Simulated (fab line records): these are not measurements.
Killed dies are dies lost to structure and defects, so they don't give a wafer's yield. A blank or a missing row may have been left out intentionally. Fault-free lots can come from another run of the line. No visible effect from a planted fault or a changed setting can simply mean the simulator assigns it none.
fab line records -- flow nandHarc
[record] lots = 5, wafers = 15, lastDay = 24
route steps=1159 shown P_GATE@155
lots with no fault: from the same line, run without faults
startH: hours from the record's opening day to when the first of the lot's shown wafers began -- waitH: time in hours since the lot's previous step -- " the same as in the row above -- L1.1+2: a row that stands for several wafers -- - no value present, or no start provided -- * or withheld: withheld -- < > ~ a bound
route shown NAME@n: a module of which the file shows steps, and the number in the route of the first -- usual: average and standard deviation across the fault-free wafers -- same: alike in all rows -- chamber/n: place in a boat -- sites: the reading at each site -- _std_site: their standard deviation -- _edge_site: inner sites' mean taken away from outer sites' mean -- radiusMm: for every site, how far away it sits from the centre of the wafer -- mask NAME#n: copy n -- behind: the most recent tool/chamber to have shaped the wafer -- hold: the reason the lot was held/the length of the hold in hours/how it ended -- device: whichever transistor did not switch (one of n, p or np) -- end of line: the route-end tests of the same wafers -- a step with no rows: only its recipe -- killed: not the wafer's yield, but the dies lost to structure and defects at the first sort -- map: a wafer's dies, x killed, . not, _ none there
set.NAME: the run value of the setting; set.NAME@STEP: its run value at that earlier step -- model.NAME: the simulator's own value behind a step, which no gauge read
lots at some steps of the route; a table a step, a row a wafer
services: a tool's chamber out of use, with start hour (startH, from the record's first day; less than 0 if before it), hours out, and reason
[[steps]]
[step NHARC_P_GATE_ALD_36]
[recipe] targetThkA = 200, pulseTimeS = 60, aldCycles = 223, tempC = 400, material = SiNx
[usual] heaterPowerW = 859/88, precursorPulseHeightRel = 1.000/0.02
[same] aldCycles = 223, pulseTimeS = 60
lot.wafer,tool,chamber,startH,waitH,heaterPowerW,precursorPulseHeightRel
L231.4,aldSin-02,2,102.75,-,756,0.985
L231.6,aldSin-02,3,103.79,-,723,1.002
L231.5,aldSin-02,0,104.83,-,896,0.952
L236.2,aldSin-03,2,132.75,-,968,0.991
L236.3,aldSin-03,3,133.80,-,800,0.990
L236.6,aldSin-03,2,136.93,-,986,0.992
L243.2,aldSin-04,1,174.12,-,798,0.997
L243.1,aldSin-04,3,176.23,-,866,0.980
L243.6,aldSin-04,1,178.34,-,788,1.019
L253.2,aldSin-02,2,219.23,-,755,0.999
L253.1,aldSin-02,1,222.48,-,1075,0.992
L253.5,aldSin-02,2,223.56,-,780,1.002
L252.1,aldSin-04,0,219.56,-,855,0.984
L252.3,aldSin-04,1,220.61,-,827,1.031
L252.4,aldSin-04,2,221.67,-,821,1.017
[step NHARC_P_GATE_ETCHBACK_37]
[recipe] targetDepthA = 345, timeS = 17.2, chf3FlowSccm = 50, o2FlowSccm = 10, arFlowSccm = 200, rfW = 500, biasW = 200, chemistry = CHF3/O2
[usual] chf3FlowSccm = 49.99/0.15, drypumpMotorCurrentA = 5.7/0.57, oesProductAu = 0.95/0.035, rfVppV = 370.0/1.9, showerheadPlenumPTorr = 2.37/0.073, throttleValvePct = 20.573/0.0083
[same] timeS = 17.2
lot.wafer,tool,chamber,startH,waitH,chf3FlowSccm,drypumpMotorCurrentA,oesProductAu,rfHoursCounterH,rfVppV,showerheadPlenumPTorr,throttleValvePct
L231.4,rieDiel-05,2,-,-,49.95,4.8,1.01,20,370.6,2.41,20.567
L231.5,rieDiel-05,3,-,-,50.09,5.0,1.01,-,370.7,2.39,20.564
L231.6,rieDiel-05,0,-,-,50.10,5.8,0.99,-,370.2,2.36,20.563
L236.2,rieDiel-05,2,-,-,49.74,4.7,0.93,26,371.1,2.41,20.558
L236.3,rieDiel-05,3,-,-,50.03,5.0,0.93,27,371.0,2.39,20.561
L236.6,rieDiel-05,1,-,-,49.97,6.1,0.93,-,368.2,2.32,20.567
L243.1,rieDiel-01,0,-,-,49.93,6.2,1.00,14,372.3,2.48,20.570
L243.2,rieDiel-01,1,-,-,49.62,5.1,1.00,16,371.8,2.53,20.568
L243.6,rieDiel-01,0,-,-,49.99,6.2,1.00,-,372.8,2.48,20.581
L253.2,rieDiel-13,1,-,-,49.90,6.5,0.92,52,367.8,2.24,20.572
L253.1,rieDiel-13,2,-,-,50.00,6.3,0.92,50,369.1,2.35,20.567
L253.5,rieDiel-13,1,-,-,50.01,6.4,0.92,-,368.3,2.24,20.583
L252.3,rieDiel-13,1,-,-,49.77,6.4,0.92,52,367.2,2.24,20.564
L252.1,rieDiel-13,2,-,-,49.94,6.3,0.91,50,369.6,2.35,20.576
L252.4,rieDiel-13,0,-,-,49.99,5.4,0.92,-,368.4,2.32,20.576
[step NHARC_P_GATE_STRIP_101]
[recipe] timeS = 20, o2FlowSccm = 500, arFlowSccm = 0, biasW = 0, chemistry = O2
[usual] drypumpMotorCurrentA = 5.7/0.58, oesProductAu = 0.999/0.0071, rfVppV = 57.7/0.83, showerheadPlenumPTorr = 3.48/0.1, throttleValvePct = 17.037/0.0087
[same] timeS = 20
lot.wafer,tool,chamber,startH,waitH,drypumpMotorCurrentA,oesProductAu,rfHoursCounterH,rfVppV,showerheadPlenumPTorr,throttleValvePct
L231.4,rieDiel-05,0,109.18,0.1,5.8,0.997,23,57.5,3.47,17.050
L231.5,rieDiel-05,0,109.18,0.1,5.8,1.003,-,57.8,3.47,17.035
L231.6,rieDiel-05,1,109.18,0.1,6.1,0.989,-,57.7,3.42,17.047
L236.3,rieDiel-05,2,141.24,0.1,4.8,0.999,26,58.1,3.54,17.030
L236.2,rieDiel-05,0,141.24,0.1,5.8,1.003,28,58.6,3.47,17.024
L236.6,rieDiel-05,3,141.24,0.1,5.0,1.004,-,57.8,3.51,17.035
L243.2,rieDiel-01,2,183.72,0.1,6.3,0.988,15,58.1,3.49,17.038
L243.1,rieDiel-01,3,183.72,0.1,5.7,1.007,16,57.0,3.57,17.057
L243.6,rieDiel-01,1,183.72,0.1,5.1,0.990,-,58.0,3.72,17.037
L253.1,rieDiel-13,2,229.01,0.1,6.3,1.004,50,58.4,3.45,17.031
L253.2,rieDiel-13,0,229.01,0.1,5.4,0.999,49,58.8,3.42,17.057
L253.5,rieDiel-13,2,229.01,0.1,6.3,1.005,-,58.3,3.45,17.039
L252.1,rieDiel-13,0,229.17,0.1,5.4,1.005,49,58.7,3.42,17.033
L252.3,rieDiel-13,1,229.17,0.1,6.5,1.003,52,58.3,3.30,17.026
L252.4,rieDiel-13,0,229.17,0.1,5.4,1.008,-,56.6,3.42,17.034
[step NHARC_P_GATE_PRECLEAN_97]
[recipe] timeS = 600, tempC = 120, chemistry = SPM
[step NHARC_P_GATE_SRD_98]
[step NHARC_P_GATE_PRECLEAN_99]
[recipe] timeS = *, tempC = 50, bathAgeMin = 0, chemistry = SC1
[step NHARC_P_GATE_SRD_100]
[step NHARC_P_GATE_DEHYDRATE_38]
[recipe] tempC = 150, timeS = 120
[step NHARC_P_GATE_HMDS_39]
[recipe] timeS = 30
[step NHARC_P_GATE_COAT_40]
[recipe] spinRpm = 3000
[step NHARC_P_GATE_SOFTBAKE_41]
[recipe] tempC = 122, timeS = 95
[step NHARC_P_GATE_EBR_42]
[step NHARC_P_GATE_EXPOSE_43]
[recipe] na = 0.6, targetCdNm = 720, doseMj = 14.81, maskId = P_NSD
[usual] stageVelMmS = 500.05/0.26
lot.wafer,tool,chamber,startH,waitH,mask,stageVelMmS
L231.4,krfScanner-03,0,109.97,-,P_NSD#0,499.78
L231.5,krfScanner-03,0,109.97,-,P_NSD#0,500.19
L231.6,krfScanner-03,0,109.97,-,P_NSD#0,500.43
L236.2,krfScanner-03,0,141.90,-,P_NSD#0,499.82
L236.3,krfScanner-03,0,141.90,-,P_NSD#0,499.82
L236.6,krfScanner-03,0,141.90,-,P_NSD#0,499.79
L243.1,krfScanner-03,0,184.48,-,P_PSD#0,499.95
L243.2,krfScanner-03,0,184.48,-,P_PSD#0,500.24
L243.6,krfScanner-03,0,184.48,-,P_PSD#0,499.91
L253.1,krfScanner-04,0,229.78,-,P_NSD#0,500.25
L253.2,krfScanner-04,0,229.78,-,P_NSD#0,500.12
L253.5,krfScanner-04,0,229.78,-,P_NSD#0,500.27
L252.1,krfScanner-03,0,229.96,-,P_NSD#0,500.55
L252.3,krfScanner-03,0,229.96,-,P_NSD#0,500.29
L252.4,krfScanner-03,0,229.96,-,P_NSD#0,500.07
[step NHARC_P_GATE_PEB_44]
[recipe] pebTempC = 118, pebTimeS = 85
[step NHARC_P_GATE_DEVELOP_45]
[recipe] timeS = 70
[step NHARC_P_GATE_CD_MEAS_46]
[recipe] targetCdNm = 720, landingEnergyEv = 500
[usual] cdNm = 719.8/1.2
lot.wafer,tool,chamber,startH,waitH,cdNm
L231.4,cdSem-02,0,110.11,-,719.9
L231.5,cdSem-02,0,110.11,-,720.6
L231.6,cdSem-02,0,110.11,-,720.6
L236.2,cdSem-02,0,142.05,-,719.8
L236.3,cdSem-02,0,142.05,-,721.7
L236.6,cdSem-02,0,142.05,-,720.3
L243.1,cdSem-02,0,184.63,-,-
L243.2,cdSem-02,0,184.63,-,-
L243.6,cdSem-02,0,184.63,-,-
L253.1,cdSem-03,0,229.94,-,719.3
L253.2,cdSem-03,0,229.94,-,720.9
L253.5,cdSem-03,0,229.94,-,721.1
L252.1,cdSem-03,0,230.12,-,720.0
L252.3,cdSem-03,0,230.12,-,721.9
L252.4,cdSem-03,0,230.12,-,721.5
[step NHARC_P_GATE_HARDBAKE_47]
[recipe] tempC = 125, timeS = 80
[[services]]
tool,chamber,startH,hours,kind
rieDiel-13,0,80.08,-,clean
rieDiel-13,1,80.08,-,clean
rieDiel-13,2,80.08,-,clean
rieDiel-13,3,80.08,-,clean
aldSin-02,0,80.99,4.6,repair
krfScanner-03,-,89.40,0.2,repair
aldSin-04,-,92.47,4.2,repair
rieDiel-13,-,99.05,9.0,pm
aldSin-03,-,102.00,10.0,pm
rieDiel-01,2,113.48,2.2,repair
rieDiel-01,2,119.99,11.8,repair
krfScanner-04,-,126.00,4.0,pm
aldSin-04,0,132.87,12.8,repair
rieDiel-01,-,137.85,9.0,pm
aldSin-04,1,143.24,5.2,repair
krfScanner-03,-,145.10,0.6,repair
rieDiel-13,-,159.92,0.2,repair
rieDiel-01,0,160.11,7.4,repair
rieDiel-05,-,163.60,9.0,pm
krfScanner-03,-,168.00,4.0,pm
rieDiel-05,3,185.74,23.8,repair
rieDiel-13,2,191.71,3.1,repair
aldSin-02,0,208.70,6.4,repair
rieDiel-13,3,216.17,14.1,repair
[[key]]
[firstSign] step = NHARC_P_GATE_EXPOSE_43, reading = mask, direction = changed
[effect] step = NHARC_P_GATE_CD_MEAS_46, reading = cdNm, direction = missing
metAt NHARC_P_GATE_EXPOSE_43
struckWafers L243.1,L243.2,L243.6
laterRowsLeftOut L243.1,L243.2,L243.6
sortLeftOut L243.1,L243.2,L243.6
testerLeftOut L243
onsetBetween 141.90 184.48
[fault] kind = wrongMask, tool = any, chamber = -, onsetH = 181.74, steps = NHARC_P_GATE_EXPOSE_43, auxCopy = P_PSD#0, scope = struckLotsOnly
// testerLeftOut: of these lots the tester's yield and bins aren't shown, on N5 and GAA mostly nor the transistor test; their killed dies are dies lost to structure and defects alone, not to doping, threshold or leakage, so they don't give the yield
// sortLeftOut: the simulated sort isn't trusted on such a fault, so these wafers' sort isn't shown, and their yield isn't known
// laterRowsLeftOut: the simulator's readings of these wafers behind a module that went badly wrong aren't trusted and aren't shown, but for the sort
